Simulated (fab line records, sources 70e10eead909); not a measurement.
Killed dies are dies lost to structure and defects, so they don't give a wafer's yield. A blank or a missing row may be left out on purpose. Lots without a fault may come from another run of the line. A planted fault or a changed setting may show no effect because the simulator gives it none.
Chamber matching | flow nand_harc | NHARC_A_M1_DEP_33 on pecvd-03: 3 sister chambers
The step deposits SiCN, target thk 30 nm. 3 wafers are shown with their chamber, then 7 later ones without.

WAFERS WITH THEIR CHAMBER
wafer  | chamber | heater_power_w (W)
L085.6 | 2       | 537
L087.1 | 1       | 531
L087.3 | 0       | 778

WAFERS WITHOUT THEIR CHAMBER
wafer  | heater_power_w (W)
L087.4 | 538
L090.1 | 524
L090.3 | 680
L090.4 | 520
L096.4 | 480
L096.5 | 787
L096.6 | 593

WHICH CHAMBER EACH WENT THROUGH
wafer  | from the rows above          | in truth
L087.4 | can't be placed: 2 or 1      | 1
L090.1 | can't be placed: 1 or 2      | 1
L090.3 | can't be placed: 0 or 2 or 1 | 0
L090.4 | can't be placed: 1 or 2      | 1
L096.4 | can't be placed: 1 or 2      | 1
L096.5 | 0                            | 0
L096.6 | can't be placed: 2 or 1      | 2
Placed correctly: 1 of 7. Can't be placed from these rows: 6 (the true chamber is among the candidates in 6). Placed wrongly: 0.
How it was worked out, from the rows above alone: a wafer's distance from a chamber is the root of the sum, over the readings, of the square of ((its reading less the chamber's mean) divided by the reading's scatter). The wafer belongs to the nearest chamber; if the next one is less than 2 further off, it can't be placed. A chamber's mean is the mean of its shown wafers. The scatter: with one shown wafer a chamber, the root of the mean of the squares of how far each hidden wafer lies from its nearest shown one.
